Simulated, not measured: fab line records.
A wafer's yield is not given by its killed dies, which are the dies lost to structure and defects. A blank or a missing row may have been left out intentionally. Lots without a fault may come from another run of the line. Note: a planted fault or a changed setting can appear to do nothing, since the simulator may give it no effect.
fab line records | flow n5Finfet
record: lots: 7 | wafers: 21
route steps=1938 shown BEOL_M13@1659 BEOL_M14@1722 MIM_TOP_ETCH@1851 TV_OPEN@1887
startH: hours from the record's opening day to when the first of the lot's shown wafers began | waitH: how many hours have passed since the lot's step before this one | " repeats the value in the row above | L1.1+2: a row that stands for several wafers | - no value present, or no start provided | * or withheld: withheld | < > ~ a bound
route shown NAME@n: NAME is a module with steps in the file, n the number in the route of the first one | usual: the fault-free wafers' mean and standard deviation | same: alike in all rows | chamber/n: place in a boat | sites: the reading at each site | _std_site: their standard deviation | _edge_site: outer sites' mean less inner sites' | radiusMm: how far each site lies from the wafer's centre | mask NAME#n: copy n | behind: the most recent tool/chamber to have shaped the wafer | hold: what put the lot on hold/how long, in hours/how the hold closed | device: transistor that didn't switch, given as n, p or np | end of line: tests run on the same wafers once the route is complete | a step given without rows: its recipe and nothing more | killed: dies that structure and defects cost at the first sort, which is not the same as the wafer's yield | map: shows each die of a wafer: x if killed, . if not, _ if none is there
set.NAME: setting as actually run; set.NAME@STEP: the setting as run at that earlier step | model.NAME: the simulator's own value behind a step, which no gauge read
one table per step and one row per wafer, for lots whose settings were changed on purpose
== steps ==
step: N5_BEOL_M13_ILD_DEP_00
recipe: material: SiOC | targetThkA: 8379.2 | tempC: 350 | precursor: DEMS/O2 | pressureTorr: 5 | rfW: 500 | timeS: 166.4
lot.wafer | tool     | chamber | startH | waitH | set.timeS | model.SiOC_of_BEOL_M13_ILD_DEP_00.thkNm
L074.3    | pecvd-02 | 2       | 241.87 | 0.0   | 166.4     | 849.8
L074.4    | "        | 2       | "      | "     | 166.4     | 854.6
L074.6    | "        | 1       | "      | "     | 147.4     | 750.2
L075.1    | pecvd-02 | 2       | 253.23 | 0.0   | 166.4     | 840
L075.3    | "        | 1       | "      | "     | 166.4     | 837
L075.4    | "        | 2       | "      | "     | 166.4     | 851.4
L079.1    | pecvd-04 | 2       | 267.39 | 0.0   | 166.4     | 857.8
L079.3    | "        | 0       | "      | "     | 166.4     | 844.2
L079.6    | "        | 2       | "      | "     | 172.7     | 901.2
L083.2    | pecvd-04 | 0       | 291.82 | 0.0   | 166.4     | 837.8
L083.4    | "        | 1       | "      | "     | 166.4     | 850.8
L083.6    | "        | 2       | "      | "     | 186.6     | 963.6
L087.1    | pecvd-03 | 2       | 324.01 | 0.0   | 159.8     | 799.2
L087.4    | "        | 0       | "      | "     | 166.4     | 839.2
L087.6    | "        | 2       | "      | "     | 159.8     | 816.6
L090.3    | pecvd-04 | 0       | 329.22 | 0.0   | 166.4     | 840.8
L090.4    | "        | 0       | "      | "     | 166.4     | 852.6
L090.5    | "        | 1       | "      | "     | 166.4     | 854.4
L091.2    | pecvd-02 | 0       | 337.60 | 0.0   | 166.4     | 845.6
L091.5    | "        | 1       | "      | "     | 166.4     | 864.8
L091.6    | "        | 2       | "      | "     | 180.7     | 920.8
step: N5_BEOL_M13_THK_MEAS_01
recipe: reads: SiOC_of_BEOL_M13_ILD_DEP_00
usual: M13_ILD_THK: 845/12
lot.wafer | tool         | chamber | startH | waitH | set.timeS@BEOL_M13_ILD_DEP_00 | M13_ILD_THK[nm]
L074.3    | filmMetro-01 | -       | 242.02 | 0.1   | 166.4                         | 850
L074.4    | "            | -       | "      | "     | 166.4                         | 854
L074.6    | "            | -       | "      | "     | 147.4                         | 750
L075.1    | filmMetro-01 | -       | 253.38 | 0.1   | 166.4                         | 840
L075.3    | "            | -       | "      | "     | 166.4                         | 836
L075.4    | "            | -       | "      | "     | 166.4                         | 851
L079.1    | filmMetro-01 | -       | 267.54 | 0.1   | 166.4                         | 858
L079.3    | "            | -       | "      | "     | 166.4                         | 845
L079.6    | "            | -       | "      | "     | 172.7                         | 901
L083.2    | filmMetro-01 | -       | 291.98 | 0.1   | 166.4                         | 837
L083.4    | "            | -       | "      | "     | 166.4                         | 851
L083.6    | "            | -       | "      | "     | 186.6                         | 965
L087.1    | filmMetro-02 | -       | 324.16 | 0.1   | 159.8                         | 800
L087.4    | "            | -       | "      | "     | 166.4                         | 840
L087.6    | "            | -       | "      | "     | 159.8                         | 816
L090.3    | filmMetro-01 | -       | 329.38 | 0.1   | 166.4                         | 841
L090.4    | "            | -       | "      | "     | 166.4                         | 853
L090.5    | "            | -       | "      | "     | 166.4                         | 855
L091.2    | filmMetro-01 | -       | 337.75 | 0.1   | 166.4                         | 846
L091.5    | "            | -       | "      | "     | 166.4                         | 865
L091.6    | "            | -       | "      | "     | 180.7                         | 921
step: N5_BEOL_M13_COAT_58
recipe: resist: BARC | tempC: 205 | timeS: 60 | spinRpm: 1500 | resistThkNm: 89
step: N5_BEOL_M13_COAT_04
recipe: spinRpm: 1625 | resistThkNm: 400
step: N5_BEOL_M13_DESCUM_15
recipe: chemistry: O2 | timeS: 7.9 | sourcePowerW: 50 | biasPowerW: 20 | pressureMtorr: 20 | rfFrequencyHz: 2.712e+07 | tempC: 40 | o2FlowSccm: 225
step: N5_BEOL_M13_ETCH_59
recipe: chemistry: N2/H2 | target: BARC | targetDepthA: 890 | overetchA: 267 | timeS: 67.9 | ionEnergyEv: 200 | pressureMtorr: 30 | sourceW: 840 | biasW: 150 | n2FlowSccm: 200 | h2FlowSccm: 200
step: N5_BEOL_M13_VIA_ETCH_16
recipe: chemistry: C4F8/O2/Ar | target: SiOC | pressureMtorr: 30 | sourceW: 3000 | biasW: 700 | Ar_flow_sccm: 400 | C4F8_flow_sccm: 15 | O2_flow_sccm: 8 | heInnerTorr: 15 | heOuterTorr: 30 | targetDepthA: 9217 | timeS: withheld | ionEnergyEv: 250 | ends: cleared
lot.wafer | tool       | chamber | startH | waitH | set.timeS@BEOL_M13_ILD_DEP_00 | model.etch.depthNm | model.coat_of_BEOL_M13_COAT_04.thkNm
L074.3    | rieDiel-01 | 3       | 242.50 | 0.0   | *                             | 849.9              | 65.2
L074.4    | "          | 0       | "      | "     | *                             | 854.6              | 67.4
L074.6    | "          | 2       | "      | "     | *                             | 750.2              | 95.6
L075.1    | rieDiel-01 | 3       | 253.86 | 0.0   | *                             | 840.1              | 68
L075.3    | "          | 2       | "      | "     | *                             | 837                | 70.2
L075.4    | "          | 1       | "      | "     | *                             | 851.3              | 66.4
L079.1    | rieDiel-06 | 2       | 268.26 | 0.0   | *                             | 857.8              | 60.4
L079.3    | "          | 3       | "      | "     | *                             | 844.3              | 66
L079.6    | "          | 2       | "      | "     | *                             | 901.3              | 47.8
L083.2    | rieDiel-01 | 0       | 294.43 | 0.0   | *                             | 837.8              | 71.2
L083.4    | "          | 1       | "      | "     | *                             | 850.8              | 67.6
L083.6    | "          | 3       | "      | "     | *                             | 963.6              | 32.4
L087.1    | rieDiel-06 | 3       | 324.76 | 0.0   | *                             | 799.2              | 81.8
L087.4    | "          | 0       | "      | "     | *                             | 839.3              | 69.4
L087.6    | "          | 1       | "      | "     | *                             | 816.6              | 77.6
L090.3    | rieDiel-06 | 1       | 329.86 | 0.0   | *                             | 840.7              | 71.4
L090.4    | "          | 2       | "      | "     | *                             | 852.5              | 63.8
L090.5    | "          | 2       | "      | "     | *                             | 854.4              | 61.8
L091.2    | rieDiel-01 | 1       | 338.35 | 0.0   | *                             | 845.5              | 65.8
L091.5    | "          | 0       | "      | "     | *                             | 864.8              | 60.8
L091.6    | "          | 3       | "      | "     | *                             | 920.7              | 42.6
step: N5_BEOL_M13_STRIP_63
recipe: chemistry: N2/H2 | powerW: 1000 | tempC: 250 | h2Frac: 0.65 | overashFraction: 0.3 | pressureMtorr: 1000 | n2FlowSccm: 1750 | h2FlowSccm: 3250
usual: oesProductAu: 0.673/0.0053 | stripTimeToEndpointS: 27.1/1.3
lot.wafer | tool           | chamber | startH | waitH | set.timeS@BEOL_M13_ILD_DEP_00 | oesProductAu | stripTimeToEndpointS
L074.3    | plasmaAsher-02 | 1       | 242.76 | -     | 166.4                         | 0.667        | 26.3
L074.4    | "              | 0       | "      | "     | 166.4                         | 0.671        | 26.9
L074.6    | "              | 0       | "      | "     | 147.4                         | 0.681        | 35.0
L075.1    | plasmaAsher-01 | 0       | 254.10 | -     | 166.4                         | 0.667        | 27.1
L075.3    | "              | 0       | "      | "     | 166.4                         | 0.665        | 27.7
L075.4    | "              | 1       | "      | "     | 166.4                         | 0.666        | 26.6
L079.1    | plasmaAsher-01 | 0       | 268.50 | -     | 166.4                         | 0.670        | 24.8
L079.3    | "              | 0       | "      | "     | 166.4                         | 0.670        | 26.5
L079.6    | "              | 1       | "      | "     | 172.7                         | 0.660        | 20.9
L083.2    | plasmaAsher-01 | 1       | 294.66 | -     | 166.4                         | 0.676        | 28.0
L083.4    | "              | 0       | "      | "     | 166.4                         | 0.684        | 27.0
L083.6    | "              | 0       | "      | "     | 186.6                         | 0.651        | 15.9
L087.1    | plasmaAsher-02 | 1       | 325.00 | -     | 159.8                         | 0.675        | 31.1
L087.4    | "              | 0       | "      | "     | 166.4                         | 0.669        | 27.5
L087.6    | "              | 0       | "      | "     | 159.8                         | 0.677        | 29.9
L090.3    | plasmaAsher-01 | 0       | 330.12 | -     | 166.4                         | 0.671        | 28.1
L090.4    | "              | 1       | "      | "     | 166.4                         | 0.676        | 25.8
L090.5    | "              | 0       | "      | "     | 166.4                         | 0.674        | 25.2
L091.2    | plasmaAsher-02 | 0       | 338.59 | -     | 166.4                         | 0.664        | 26.4
L091.5    | "              | 1       | "      | "     | 166.4                         | 0.668        | 24.9
L091.6    | "              | 0       | "      | "     | 180.7                         | 0.657        | 19.3
step: N5_BEOL_M14_EXPOSE_07
recipe: maskId: V13 | na: 0.8 | sourceShape: annular | sigmaInner: 0.5 | sigmaOuter: 0.8 | polarization: unpolarized | attpsmPhaseDeg: 180 | doseMj: 57
lot.wafer  | tool          | chamber | startH | waitH | mask  | set.doseMj
L074.3+6   | krfScanner-01 | 0       | 247.34 | -     | V13#0 | 52.76
L074.4     | "             | 0       | "      | "     | V13#0 | 57
L075.1+3+4 | krfScanner-02 | 0       | 261.18 | -     | V13#0 | 57
L079.1     | krfScanner-02 | 0       | 274.29 | -     | V13#0 | 58.14
L079.3+6   | "             | 0       | "      | "     | V13#0 | 57
L083.2+4+6 | krfScanner-01 | 0       | 302.98 | -     | V13#0 | 57
L087.1+4   | krfScanner-01 | 0       | 329.44 | -     | V13#0 | 57
L087.6     | "             | 0       | "      | "     | V13#0 | 59.72
L090.3+5   | krfScanner-02 | 0       | 337.52 | -     | V13#0 | 57
L090.4     | "             | 0       | "      | "     | V13#0 | 53.52
L091.2     | krfScanner-01 | 0       | 342.61 | -     | V13#0 | 57
L091.5+6   | "             | 0       | "      | "     | V13#0 | 53.85
step: N5_BEOL_M14_PEB_08
recipe: pebTempC: 130 | pebTimeS: 90
step: N5_BEOL_M14_DEVELOP_09
recipe: developTimeS: 45 | rinseLiquid: diw | dry: airSpin | devTempC: 21
step: N5_BEOL_M14_HARDBAKE_14
recipe: tempC: 130 | timeS: 120
step: N5_BEOL_M14_CD_MEAS_10
recipe: targetCdNm: 250 | landingEnergyEv: 500 | detector: seInlens | polarity: opening
usual: cdNm: 250.2/1.6
lot.wafer | tool     | chamber | startH | waitH | set.doseMj@BEOL_M14_EXPOSE_07 | cdNm
L074.3    | cdSem-03 | 0       | 247.50 | -     | 52.76                         | 238.4
L074.4    | "        | 0       | "      | "     | 57                            | 248.3
L074.6    | "        | 0       | "      | "     | 52.76                         | 236.4
L075.1    | cdSem-02 | 0       | 261.35 | -     | 57                            | 250.9
L075.3    | "        | 0       | "      | "     | 57                            | 250.5
L075.4    | "        | 0       | "      | "     | 57                            | 250.2
L079.1    | cdSem-03 | 0       | 274.46 | -     | 58.14                         | 254.4
L079.3    | "        | 0       | "      | "     | 57                            | 248.9
L079.6    | "        | 0       | "      | "     | 57                            | 252.3
L083.2    | cdSem-01 | 0       | 303.15 | -     | 57                            | 250.9
L083.4    | "        | 0       | "      | "     | 57                            | 249.9
L083.6    | "        | 0       | "      | "     | 57                            | 248.0
L087.1    | cdSem-03 | 0       | 329.62 | -     | 57                            | 251.7
L087.4    | "        | 0       | "      | "     | 57                            | 249.9
L087.6    | "        | 0       | "      | "     | 59.72                         | 260.0
L090.3    | cdSem-03 | 0       | 337.69 | -     | 57                            | 249.8
L090.4    | "        | 0       | "      | "     | 53.52                         | 237.5
L090.5    | "        | 0       | "      | "     | 57                            | 250.7
L091.2    | cdSem-01 | 0       | 342.79 | -     | 57                            | 252.7
L091.5    | "        | 0       | "      | "     | 53.85                         | 240.7
L091.6    | "        | 0       | "      | "     | 53.85                         | 241.9
step: N5_BEOL_M14_STRIP_71
recipe: chemistry: postEtchResidueRemover | timeS: 60 | tempC: 25 | removerPh: withheld | removerWaterWtPct: withheld | removerFluorideWtPct: withheld
step: N5_BEOL_M14_SRD_72
recipe: timeS: 30 | tempC: 23 | rinseLiquid: diw | dry: n2Spin | spinRpm: 1500 | dryTimeS: 30
step: N5_BEOL_M14_CD_MEAS_17
recipe: targetCdNm: 250 | polarity: opening
usual: cdNm: 251.1/2
lot.wafer | tool     | chamber | startH | waitH | set.doseMj@BEOL_M14_EXPOSE_07 | cdNm
L074.3    | cdSem-02 | -       | 248.09 | 0.0   | 52.76                         | 240.8
L074.4    | "        | -       | "      | "     | 57                            | 248.1
L074.6    | "        | -       | "      | "     | 52.76                         | 237.8
L075.1    | cdSem-02 | -       | 261.88 | 0.0   | 57                            | 250.3
L075.3    | "        | -       | "      | "     | 57                            | 251.8
L075.4    | "        | -       | "      | "     | 57                            | 253.3
L079.1    | cdSem-03 | -       | 274.99 | 0.0   | 58.14                         | 255.1
L079.3    | "        | -       | "      | "     | 57                            | 248.3
L079.6    | "        | -       | "      | "     | 57                            | 253.4
L083.2    | cdSem-02 | -       | 303.70 | 0.0   | 57                            | 251.6
L083.4    | "        | -       | "      | "     | 57                            | 251.1
L083.6    | "        | -       | "      | "     | 57                            | 249.7
L087.1    | cdSem-01 | -       | 330.14 | 0.0   | 57                            | 251.9
L087.4    | "        | -       | "      | "     | 57                            | 251.3
L087.6    | "        | -       | "      | "     | 59.72                         | 262.7
L090.3    | cdSem-02 | -       | 338.21 | 0.0   | 57                            | 249.9
L090.4    | "        | -       | "      | "     | 53.52                         | 238.1
L090.5    | "        | -       | "      | "     | 57                            | 251.8
L091.2    | cdSem-03 | -       | 343.31 | 0.0   | 57                            | 252.7
L091.5    | "        | -       | "      | "     | 53.85                         | 242.9
L091.6    | "        | -       | "      | "     | 53.85                         | 243.2
step: N5_MIM_TOP_ETCH_ETCH_00
recipe: chemistry: Cl2/BCl3 | target: TiN | targetDepthA: 385 | ionEnergyEv: 150 | pressureMtorr: 10 | icpW: 1000 | biasW: 126 | Cl2_flow_sccm: 53.25 | bcl3FlowSccm: 21.75 | Ar_flow_sccm: 25
lot.wafer | tool        | chamber | startH | waitH | set.biasW | model.etch.depthNm | model.MIM_TOP_ETCH.featureDepthNm
L074.3    | rieMetal-03 | 1       | 259.63 | 0.1   | 126       | 38.5               | 38.6
L074.4    | "           | 0       | "      | "     | 112.6     | 37.83              | 37.8
L074.6    | "           | 1       | "      | "     | 126       | 38.35              | 38.4
L075.1    | rieMetal-02 | 0       | 277.28 | 0.1   | 126       | 38.64              | 38.6
L075.3    | "           | 0       | "      | "     | 126       | 38.58              | 38.6
L075.4    | "           | 1       | "      | "     | 126       | 39.08              | 39
L079.1    | rieMetal-01 | 0       | 288.08 | 0.1   | 126       | 38.17              | 38.2
L079.3    | "           | 0       | "      | "     | 132.3     | 39.07              | 39
L079.6    | "           | 1       | "      | "     | 132.3     | 38.65              | 38.6
L083.2    | rieMetal-01 | 0       | 316.30 | 0.1   | 144.6     | 40.47              | 40.4
L083.4+6  | "           | 0       | "      | "     | 126       | 38.63              | 38.6
L087.1    | rieMetal-03 | 1       | 345.58 | 0.1   | 142.2     | 40.67              | 40.6
L087.4    | "           | 0       | "      | "     | 126       | 39.41              | 39.4
L087.6    | "           | 1       | "      | "     | 126       | 38.44              | 38.4
L090.3    | rieMetal-01 | 0       | 349.54 | 0.1   | 126       | 38.68              | 38.6
L090.4    | "           | 1       | "      | "     | 126       | 38.12              | 38.2
L090.5    | "           | 1       | "      | "     | 143       | 39.64              | 39.6
L091.2    | rieMetal-02 | 1       | 358.15 | 0.1   | 126       | 38.59              | 38.6
L091.5    | "           | 0       | "      | "     | 139       | 40.14              | 40.2
L091.6    | "           | 1       | "      | "     | 126       | 38.87              | 38.8
step: N5_PASSIVATION_PASS_ETCH_74
recipe: chemistry: CF4/O2 | target: SiNx | targetDepthA: 2200 | timeS: 110 | ionEnergyEv: 100 | pressureMtorr: 40 | sourceW: 535 | biasW: 49 | Ar_flow_sccm: 100 | cf4FlowSccm: 100 | O2_flow_sccm: 10
lot.wafer  | tool       | chamber | startH | waitH | set.cf4FlowSccm
L074.3+4+6 | rieDiel-06 | 3,1,3   | 264.23 | 0.0   | 100
L075.1+3+4 | rieDiel-01 | 0,2,3   | 282.90 | 0.0   | 100
L079.1+3   | rieDiel-03 | 1,0     | 293.14 | 0.0   | 109.6
L079.6     | "          | 2       | "      | "     | 100
L083.2     | rieDiel-01 | 1       | 319.17 | 0.0   | 100
L083.4+6   | "          | 0,3     | "      | "     | 112.8
L087.1+6   | rieDiel-06 | 3,2     | 348.61 | 0.0   | 100
L087.4     | "          | 0       | "      | "     | 114.6
L090.3+4+5 | rieDiel-01 | 3,0,0   | 351.91 | 0.0   | 100
L091.2+5   | rieDiel-03 | 0,2     | 361.58 | 0.0   | 100
L091.6     | "          | 1       | "      | "     | 88.59
== key ==
split: step: N5_BEOL_M13_ILD_DEP_00 | setting: timeS | stated: 166.4 | by: wafer
response: step: N5_BEOL_M13_ILD_DEP_00 | reading: model.SiOC_of_BEOL_M13_ILD_DEP_00.thkNm | change: +9.15 | per: 1% | r: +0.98
response: step: N5_BEOL_M13_THK_MEAS_01 | reading: M13_ILD_THK | change: +9.18 | per: 1% | r: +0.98
response: step: N5_BEOL_M13_VIA_ETCH_16 | reading: model.etch.depthNm | change: +9.15 | per: 1% | r: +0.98
response: step: N5_BEOL_M13_VIA_ETCH_16 | reading: model.coat_of_BEOL_M13_COAT_04.thkNm | change: -2.78 | per: 1% | r: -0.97
response: step: N5_BEOL_M13_STRIP_63 | reading: oesProductAu | change: -0.00164 | per: 1% | r: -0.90
response: step: N5_BEOL_M13_STRIP_63 | reading: stripTimeToEndpointS | change: * | per: 1% | r: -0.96
split: step: N5_BEOL_M14_EXPOSE_07 | setting: doseMj | stated: 57 | by: wafer
response: step: N5_BEOL_M14_CD_MEAS_10 | reading: cdNm | change: +1.83 | per: 1% | r: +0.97
response: step: N5_BEOL_M14_CD_MEAS_17 | reading: cdNm | change: +1.72 | per: 1% | r: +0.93
split: step: N5_MIM_TOP_ETCH_ETCH_00 | setting: biasW | stated: 126 | by: wafer
response: step: N5_MIM_TOP_ETCH_ETCH_00 | reading: model.etch.depthNm | change: +0.112 | per: 1% | r: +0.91
response: step: N5_MIM_TOP_ETCH_ETCH_00 | reading: model.MIM_TOP_ETCH.featureDepthNm | change: +0.112 | per: 1% | r: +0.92
split: step: N5_PASSIVATION_PASS_ETCH_74 | setting: cf4FlowSccm | stated: 100 | by: wafer
response none in this file
